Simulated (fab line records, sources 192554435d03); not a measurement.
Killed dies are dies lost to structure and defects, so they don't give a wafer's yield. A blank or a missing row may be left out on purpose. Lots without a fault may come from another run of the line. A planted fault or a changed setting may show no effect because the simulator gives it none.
Which tool did it? | flow n5_finfet | 6 lots, 15 wafers sampled, at 1 step of a route of 1938

WHAT THE GAUGES READ, wafer by wafer
N5_BEOL_M11_CD_MEAS_35: target cd 70 nm.
lot  | measured     | on        | cd_nm (nm)
L552 | day 11 21:20 | cd_sem-01 | 69.8 68.6
L553 | day 12 15:03 | cd_sem-02 | 68.3 68.5
L557 | day 13 05:38 | cd_sem-01 | 69.7 70.3 69.6
L560 | day 13 17:28 | cd_sem-01 | 68.5 69.3
L565 | day 15 14:20 | cd_sem-02 | 69.6 68.1 68.9
L566 | day 16 02:08 | cd_sem-03 | 68.1 68.8 69.1

WHICH TOOL RAN EACH LOT (tool, then ch and the chambers of the sampled wafers, then the start)
The record holds no process step before these readings.

THE ANSWER, worked out from the rows above alone
Rule: what is usual is taken from the lots themselves. Put in order of their means at a reading, lots are off if they are a third of the lots or fewer, leave a main group of 4 or more, and stand apart from it by a gap of 3 or more times the standard deviation of the main group's means; of several such gaps the widest counts. A main group whose means are all the same, to the digits that the tables above print for the reading, isn't used. A lot without any number at a reading at which 4 lots or more have one is off too. The other lots that the step has rows for count as sound.
No lot is off at any reading shown: from this, nothing can be told.

WHAT THE SIMULATOR HAD PUT IN
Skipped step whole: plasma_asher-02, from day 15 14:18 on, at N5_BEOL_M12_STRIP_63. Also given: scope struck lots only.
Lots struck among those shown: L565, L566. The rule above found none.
